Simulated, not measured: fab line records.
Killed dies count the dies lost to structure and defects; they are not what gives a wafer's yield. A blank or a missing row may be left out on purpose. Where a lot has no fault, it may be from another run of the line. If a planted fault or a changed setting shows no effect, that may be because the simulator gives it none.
Chamber matching | flow n5-finfet | N5_BEOL_M2_ALD_98 on ald-sin-04: 4 sister chambers
The step deposits SiO2, target thk 2.5 nm, pulse time 1 s, co reactant pulse time 1 s. 4 wafers are shown with their chamber, then 8 later ones without.

WAFERS PAIRED WITH THEIR CHAMBERS
wafer  | chamber | heater-power-outer-w (W)
L083.2 | 2       | 44
L086.5 | 1       | 42
L086.6 | 0       | 40
L087.1 | 3       | 36

WAFERS WHOSE CHAMBER IS MISSING
wafer  | heater-power-outer-w (W)
L087.2 | 41
L087.6 | 40
L089.1 | 42
L089.2 | 40
L089.5 | 41
L093.1 | 42
L093.3 | 43
L093.6 | 36

CHAMBER TAKEN BY EACH
wafer  | from the rows above     | in truth
L087.2 | can't be placed: 0 or 1 | 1
L087.6 | 0                       | 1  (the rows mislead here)
L089.1 | 1                       | 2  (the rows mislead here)
L089.2 | 0                       | 0
L089.5 | can't be placed: 0 or 1 | 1
L093.1 | 1                       | 1
L093.3 | can't be placed: 1 or 2 | 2
L093.6 | 3                       | 3
Placed correctly: 3 of 8. These rows do not allow placing 3 (true chamber among the candidates in 3). 2 placed wrongly.
How it was worked out, from the rows above alone: a wafer's distance from a chamber is the root of the sum, over the readings, of the square of ((its reading less the chamber's mean) divided by the reading's scatter). If the next closest chamber is less than 2 further off than the closest, the wafer can't be placed; otherwise it belongs to the closest. For every chamber, the mean is computed from those of its wafers that are shown. The scatter (one wafer shown for each chamber): square how far every hidden wafer sits from the nearest shown wafer, average those squares and take the square root.
